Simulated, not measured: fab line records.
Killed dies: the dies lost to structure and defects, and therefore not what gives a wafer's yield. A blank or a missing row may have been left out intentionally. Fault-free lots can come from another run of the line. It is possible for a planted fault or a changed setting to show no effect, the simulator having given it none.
Split-lot experiment :: flow n5_finfet :: 21 wafers read across 7 lots, on a route 1938 steps long

== THE SPLIT ==
At N5_ZERO_LAYER_EXPOSE_08 (exposes mask ZERO, defocus 0 nm, target cd 2000 nm), the setting dose_mj was moved away from the recipe's 16.2 on 5 of the 21 wafers read, by -3.4% to +6.0%. This setting was run at the recipe's value on the other wafers.

== FROM THE SPLIT TO THE READING: what the file shows between them, 3 steps ==
- N5_ZERO_LAYER_PEB_09
- N5_ZERO_LAYER_DEVELOP_10: develop time 60 s
- N5_ZERO_LAYER_HARDBAKE_23: time 120 s

== THE READING ==
Shown in nm: cd_nm at N5_ZERO_LAYER_CD_MEAS_11, with target cd 2000 nm. Fault-free wafers of this fab line usually give 2001.2 nm, standard deviation 1.9 nm.

wafer: L075.3
tool, chamber at the split: krf_scanner-02, 0
dose_mj as run: 15.82
against the recipe: -2.3%
cd_nm, nm: 1996.3
against lot-mates on the recipe: -4.0

wafer: L075.4
tool, chamber at the split: krf_scanner-02, 0
dose_mj as run: 16.2
against the recipe: recipe
cd_nm, nm: 1999.8
against lot-mates on the recipe: -

wafer: L075.5
tool, chamber at the split: krf_scanner-02, 0
dose_mj as run: 16.2
against the recipe: recipe
cd_nm, nm: 2000.9
against lot-mates on the recipe: -

wafer: L077.1
tool, chamber at the split: krf_scanner-02, 0
dose_mj as run: 16.2
against the recipe: recipe
cd_nm, nm: 2003.9
against lot-mates on the recipe: -

wafer: L077.3
tool, chamber at the split: krf_scanner-02, 0
dose_mj as run: 16.2
against the recipe: recipe
cd_nm, nm: 1998.5
against lot-mates on the recipe: -

wafer: L077.5
tool, chamber at the split: krf_scanner-02, 0
dose_mj as run: 16.2
against the recipe: recipe
cd_nm, nm: 2000.9
against lot-mates on the recipe: -

wafer: L080.1
tool, chamber at the split: krf_scanner-02, 0
dose_mj as run: 16.2
against the recipe: recipe
cd_nm, nm: 1998.8
against lot-mates on the recipe: -

wafer: L080.3
tool, chamber at the split: krf_scanner-02, 0
dose_mj as run: 15.72
against the recipe: -3.0%
cd_nm, nm: 1996.3
against lot-mates on the recipe: -4.0

wafer: L080.4
tool, chamber at the split: krf_scanner-02, 0
dose_mj as run: 16.2
against the recipe: recipe
cd_nm, nm: 2001.7
against lot-mates on the recipe: -

wafer: L082.3
tool, chamber at the split: krf_scanner-01, 0
dose_mj as run: 16.2
against the recipe: recipe
cd_nm, nm: 2000.1
against lot-mates on the recipe: -

wafer: L082.4
tool, chamber at the split: krf_scanner-01, 0
dose_mj as run: 16.2
against the recipe: recipe
cd_nm, nm: 2000.3
against lot-mates on the recipe: -

wafer: L082.5
tool, chamber at the split: krf_scanner-01, 0
dose_mj as run: 16.2
against the recipe: recipe
cd_nm, nm: 2000.3
against lot-mates on the recipe: -

wafer: L087.4
tool, chamber at the split: krf_scanner-02, 0
dose_mj as run: 17.17
against the recipe: +6.0%
cd_nm, nm: 2012.2
against lot-mates on the recipe: +13.1

wafer: L087.5
tool, chamber at the split: krf_scanner-02, 0
dose_mj as run: 16.2
against the recipe: recipe
cd_nm, nm: 1999.1
against lot-mates on the recipe: -

wafer: L087.6
tool, chamber at the split: krf_scanner-02, 0
dose_mj as run: 17.17
against the recipe: +6.0%
cd_nm, nm: 2012.1
against lot-mates on the recipe: +13.0

wafer: L090.3
tool, chamber at the split: krf_scanner-01, 0
dose_mj as run: 16.2
against the recipe: recipe
cd_nm, nm: 2002.2
against lot-mates on the recipe: -

wafer: L090.4
tool, chamber at the split: krf_scanner-01, 0
dose_mj as run: 15.65
against the recipe: -3.4%
cd_nm, nm: 1998.8
against lot-mates on the recipe: -5.1

wafer: L090.6
tool, chamber at the split: krf_scanner-01, 0
dose_mj as run: 16.2
against the recipe: recipe
cd_nm, nm: 2005.6
against lot-mates on the recipe: -

wafer: L091.2
tool, chamber at the split: krf_scanner-01, 0
dose_mj as run: 16.2
against the recipe: recipe
cd_nm, nm: 2002.1
against lot-mates on the recipe: -

wafer: L091.3
tool, chamber at the split: krf_scanner-01, 0
dose_mj as run: 16.2
against the recipe: recipe
cd_nm, nm: 2004.5
against lot-mates on the recipe: -

wafer: L091.4
tool, chamber at the split: krf_scanner-01, 0
dose_mj as run: 16.2
against the recipe: recipe
cd_nm, nm: 2002.7
against lot-mates on the recipe: -

FIT RESULTS
A straight line over all 21 wafers: cd_nm changes by +1.68 nm for each +1% of dose_mj; r = +0.89; the points scatter about the line by 2 nm.
The same after taking each lot's own level away (the mean of its wafers on the recipe; 21 wafers): +1.99 nm for each +1%; r = +0.96; scatter 1.4 nm.
According to that fit, moving dose_mj by its largest amount changes the reading by 12 nm.
Across the lots, their own levels run from 1999.10 to 2003.90 nm, a range of 2.5 times the standard deviation given above.
In other words, the slope is changed by the lot-to-lot level; the two fits disagree.
Check: +11.6 nm against its lot-mates is what the line predicts for one of the wafers moved furthest among these (+6.0%) when that wafer is left out of the fit. Against them it came out at +13.1 nm.

== FURTHER SPLITS ON THESE WAFERS ==
Other splits were also applied to these wafers ahead of the reading. Each is held against what the fit with the lots' levels taken away leaves over:
other split on the same wafers: N5_ZERO_LAYER_PECVD_02 time_s
wafers away from the commonest value: 6
r with cd_nm (lot level and that fit taken away): +0.17

== THE WHOLE CHAIN: every reading that the file lists as answering this split, in the file's order ==
step: N5_ZERO_LAYER_CD_MEAS_11
what it does: target cd 2000 nm
reading: cd_nm
change (the file's fit): +1.89 nm for each +1% of the setting
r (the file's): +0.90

step: N5_ZERO_LAYER_DESCUM_16
what it does: chemistry O2, time 7.9 s
reading: ZERO_LAYER.cd_nm (the simulator's own value, which no gauge read)
change (the file's fit): +1.94 nm for each +1% of the setting
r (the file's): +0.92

== FILE'S OWN FIT ==
cd_nm changes by +1.89 nm for each +1% of dose_mj, r = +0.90.
